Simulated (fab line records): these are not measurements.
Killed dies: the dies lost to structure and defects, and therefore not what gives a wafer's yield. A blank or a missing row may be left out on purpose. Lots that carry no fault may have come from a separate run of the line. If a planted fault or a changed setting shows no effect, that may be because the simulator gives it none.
8D (eight disciplines) problem report, filled in by code + flow n5-finfet + the parts of the form that need people (team, actions taken, sign-off) are left out

1. THE ISSUE
Wafers without a fault read 837.1 W, standard deviation 2.7; rf-fwd-power-W at N5_BEOL_M7_ETCH_62 reads a mean of 1037.9 W on 6 wafers belonging to 2 lots. Measured from the usual mean, that is +74 standard deviations.
The step: etches SOC in N2/H2, target depth 110 nm, overetch 22 nm, time 165 s.
Seen first at day 13 09:56 on rie-diel-05, wafer L176.2. The record has a number at this step for 33 wafers belonging to 11 lots. Rule for "out", or "out of limits": more than 4 standard deviations from the usual mean. Any other wafer with a number is counted as sound.

2. WHAT IT IS; WHAT IT IS NOT
| question                    | is                       | is not                                                                                            |
|-----------------------------|--------------------------|---------------------------------------------------------------------------------------------------|
| which readings at this step | rf-fwd-power-W, rf-vpp-V | chamber-pressure-mTorr, drypump-motor-current-A, h2-flow-sccm, oes-product-au, throttle-valve-pct |
| which lots                  | L176, L178               | L165, L166, L167, L168, L169, L173, L181, L182, L183                                              |
| which wafers of those lots  | all that have a number   | -                                                                                                 |
| read on which tools         | rie-diel-05              | rie-diel-02, rie-diel-06                                                                          |
| when                        | from day 13 09:56        | up to then (18 sound wafers); but 9 sound wafers of L181, L182, L183 came after                   |

3. THE SUSPECTS, EACH WITH WHAT RULES IT OUT
Counting: a tool at any process step up to the reading remains a suspect when it ran all the lots that are out and ran no sound lot after the first of those.
- rie-diel-05 at N5_BEOL_M7_ETCH_62 (etches SOC in N2/H2, target depth 110 nm, overetch 22 nm, time 165 s): kept. It ran every lot that is out, first L176 (day 13 09:56), and no sound lot after that; its last sound lot up to then is L173 (day 12 00:29). Its own rf-fwd-power-W, rf-vpp-V readings are out on those wafers.
The count leaves rie-diel-05 at N5_BEOL_M7_ETCH_62.

4. THE CAUSE (what the simulator had put in)
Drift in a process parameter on rie-diel-05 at N5_BEOL_M7_ETCH_62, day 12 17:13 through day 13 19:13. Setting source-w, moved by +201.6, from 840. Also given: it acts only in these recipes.
After counting, this tool was the only one left.

5. THE CHAIN OF EFFECTS, in route order
Each row: a reading whose mean over the struck wafers that have a number lies more than 3 standard deviations from the usual. Only readings for which the record gives a usual standard deviation are gone through. hours: the time from each lot's start at the first step in this table that gives one to its start at this step, as a median over the lots. sigmas: the change in usual standard deviations.
| hours | step               | reading        | usual   | on struck wafers | change | sigmas |
|-------|--------------------|----------------|---------|------------------|--------|--------|
| 0     | N5_BEOL_M7_ETCH_62 | rf-fwd-power-W | 837.1 W | 1037.9           | +200.8 | +74    |
| 0     | N5_BEOL_M7_ETCH_62 | rf-vpp-V       | 524 V   | 488              | -36    | -11    |
Its process steps:
- N5_BEOL_M7_ETCH_62: etches SOC in N2/H2, target depth 110 nm, overetch 22 nm, time 165 s.

6. WHAT WOULD HAVE CAUGHT IT SOONER
In this record the first reading out of limits was taken at day 13 09:56, 17 hours after the fault began at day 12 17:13.
